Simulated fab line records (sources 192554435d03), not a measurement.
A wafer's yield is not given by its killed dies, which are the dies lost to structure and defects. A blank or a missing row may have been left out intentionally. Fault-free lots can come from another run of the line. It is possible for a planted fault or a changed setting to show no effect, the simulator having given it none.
Split-lot experiment ; flow n5_finfet ; 21 wafers read from 7 lots, route of 1938 steps

THE SPLIT ITSELF
At N5_BEOL_M11_COAT_64 (time 60 s, resist thk 30 nm), the setting spin_rpm was moved away from the recipe's 1500 rpm on 8 of the 21 wafers read, by +5.2% to +8.1%. All remaining wafers had this setting at the recipe value.

FROM THE SPLIT TO THE READING: what the file shows between them, 3 steps
- N5_BEOL_M11_COAT_22: resist thk 90 nm
- N5_BEOL_M11_EBR_24
- N5_BEOL_M11_DESCUM_33: chemistry O2, time 7.9 s

THE READING
CAR-ArF_of_BEOL_M11_COAT_22.thk_nm (the simulator's own value, which no gauge read), in nm, at N5_BEOL_M11_ETCH_65 (etches SiARC in CF4, target depth 39 nm, time 65 s). The file does not state a usual value for it. Across the 13 wafers here that went through the recipe, the average is 55.5 nm and the standard deviation 0.23 nm.

wafer;tool, chamber at the split;spin_rpm as run, rpm;against the recipe;CAR-ArF_of_BEOL_M11_COAT_22.thk_nm, nm;against lot-mates on the recipe
L074.2;litho_track-04, 0;1591;+6.1%;56.2;+0.4
L074.3;litho_track-04, 0;1591;+6.1%;56;+0.2
L074.6;litho_track-04, 0;1500;recipe;55.8;-
L076.1;litho_track-03, 0;1621;+8.1%;57;+1.0
L076.3;litho_track-03, 0;1621;+8.1%;57.2;+1.2
L076.5;litho_track-03, 0;1500;recipe;56;-
L077.1;litho_track-04, 0;1599;+6.6%;56;+0.6
L077.3;litho_track-04, 0;1500;recipe;55.4;-
L077.5;litho_track-04, 0;1599;+6.6%;56.2;+0.8
L087.3;litho_track-04, 0;1500;recipe;55.4;-
L087.4;litho_track-04, 0;1500;recipe;55.2;-
L087.6;litho_track-04, 0;1500;recipe;55.4;-
L090.2;litho_track-03, 0;1500;recipe;55.2;-
L090.4;litho_track-03, 0;1500;recipe;55.4;-
L090.5;litho_track-03, 0;1500;recipe;55.4;-
L089.2;litho_track-02, 0;1500;recipe;55.4;-
L089.4;litho_track-02, 0;1578;+5.2%;56.2;+0.8
L089.6;litho_track-02, 0;1578;+5.2%;56.2;+0.8
L091.1;litho_track-03, 0;1500;recipe;55.8;-
L091.2;litho_track-03, 0;1500;recipe;55.4;-
L091.3;litho_track-03, 0;1500;recipe;55.6;-

THE FIT
A straight line over all 21 wafers: CAR-ArF_of_BEOL_M11_COAT_22.thk_nm changes by +0.144 nm for each +1% of spin_rpm; r = +0.86; the points scatter about the line by 0.28 nm.
The same after taking each lot's own level away (the mean of its wafers on the recipe; 21 wafers): +0.114 nm for each +1%; r = +0.90; scatter 0.19 nm.
Per that fit: largest spin_rpm move, reading shift of 0.92 nm.
Across the lots, their own levels run from 55.33 to 56.00 nm, a range of 2.9 times the standard deviation given above.
Thus the slope moves with the lot-to-lot level: the two fits are different.
Check: with one of the wafers moved furthest among these (+8.1%) left out of the fit, the line predicts +0.891 nm for it against its lot-mates. It came out at +1 nm against them.

FURTHER SPLITS ON THESE WAFERS
Other splits were also applied to these wafers ahead of the reading. Each is held against what the fit with the lots' levels taken away leaves over:
other split on the same wafers;wafers away from the commonest value;r with CAR-ArF_of_BEOL_M11_COAT_22.thk_nm (lot level and that fit taken away)
N5_BEOL_M6_EXPOSE_08 dose_mj;7;-0.43
N5_BEOL_M7_ETCH_61 source_w;3;+0.43
N5_BEOL_M7_ETCH_62 source_w;7;-0.22
N5_BEOL_M8_COAT_22 spin_rpm;5;+0.38
N5_BEOL_M10_HM_DEP_02 target_thk_a;8;-0.18
N5_BEOL_M11_PECVD_70 temp_c;6;+0.03
N5_BEOL_M11_ETCH_62 time_s;9;-0.31

THE WHOLE CHAIN: every reading that the file lists as answering this split, in the file's order
step;what it does;reading;change (the file's fit);r (the file's)
N5_BEOL_M11_COAT_64;time 60 s, resist thk 30 nm;SiARC_of_BEOL_M11_COAT_64.thk_nm (the simulator's own value, which no gauge read);-0.146 nm for each +1% of the setting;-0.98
N5_BEOL_M11_ETCH_65;etches SiARC in CF4, target depth 39 nm, time 65 s;etch.depth_nm (the simulator's own value, which no gauge read);-0.146 nm for each +1% of the setting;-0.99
N5_BEOL_M11_ETCH_65;etches SiARC in CF4, target depth 39 nm, time 65 s;CAR-ArF_of_BEOL_M11_COAT_22.thk_nm (the simulator's own value, which no gauge read);+0.113 nm for each +1% of the setting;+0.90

THE FILE'S OWN FIT
CAR-ArF_of_BEOL_M11_COAT_22.thk_nm changes by +0.113 nm for each +1% of spin_rpm, r = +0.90.
